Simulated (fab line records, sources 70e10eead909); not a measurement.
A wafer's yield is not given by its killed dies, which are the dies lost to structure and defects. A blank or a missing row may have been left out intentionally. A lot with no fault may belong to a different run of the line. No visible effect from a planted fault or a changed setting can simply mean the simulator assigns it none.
Matching of chambers :: flow nandHarc :: NHARC_A_STAIRCASE_ALD_420 on aldHk-01: 4 sister chambers
The step deposits SiO2, target thk 20 nm, pulse time 6 s, ald cycles 200. 4 wafers are shown with their chamber, then 10 later ones without.

## WAFERS, EACH WITH ITS CHAMBER
wafer: L083.6
chamber: 1
heaterPowerW (W): 492

wafer: L085.2
chamber: 2
heaterPowerW (W): 496

wafer: L087.1
chamber: 3
heaterPowerW (W): 542

wafer: L087.5
chamber: 0
heaterPowerW (W): 642

## WAFERS MISSING THEIR CHAMBER
wafer: L087.6
heaterPowerW (W): 523

wafer: L087.2
heaterPowerW (W): 494

wafer: L087.3
heaterPowerW (W): 650

wafer: L087.4
heaterPowerW (W): 515

wafer: L088.2
heaterPowerW (W): 635

wafer: L088.3
heaterPowerW (W): 531

wafer: L088.6
heaterPowerW (W): 542

wafer: L093.1
heaterPowerW (W): 662

wafer: L093.2
heaterPowerW (W): 550

wafer: L093.4
heaterPowerW (W): 485

## CHAMBER TAKEN BY EACH
wafer: L087.6
from the rows above: can't be placed: 3 or 2 or 1
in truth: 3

wafer: L087.2
from the rows above: can't be placed: 1 or 2
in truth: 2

wafer: L087.3
from the rows above: 0
in truth: 0

wafer: L087.4
from the rows above: can't be placed: 2 or 1 or 3
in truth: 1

wafer: L088.2
from the rows above: 0
in truth: 0

wafer: L088.3
from the rows above: can't be placed: 3 or 2
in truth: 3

wafer: L088.6
from the rows above: 3
in truth: 3

wafer: L093.1
from the rows above: 0
in truth: 0

wafer: L093.2
from the rows above: 3
in truth: 3

wafer: L093.4
from the rows above: can't be placed: 1 or 2
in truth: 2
Correct placement for 5 of the 10. Not placeable from these rows: 5 (in 5, the candidates include the true chamber). Placed wrongly: 0.
How it was worked out, from the rows above alone: a wafer's distance from a chamber is the root of the sum, over the readings, of the square of ((its reading less the chamber's mean) divided by the reading's scatter). The wafer belongs to the nearest chamber; if the next one is less than 2 further off, it can't be placed. The mean given for a chamber averages the wafers shown for that chamber. The scatter: root of mean squared gap, hidden wafer to nearest shown wafer, with one shown wafer a chamber.
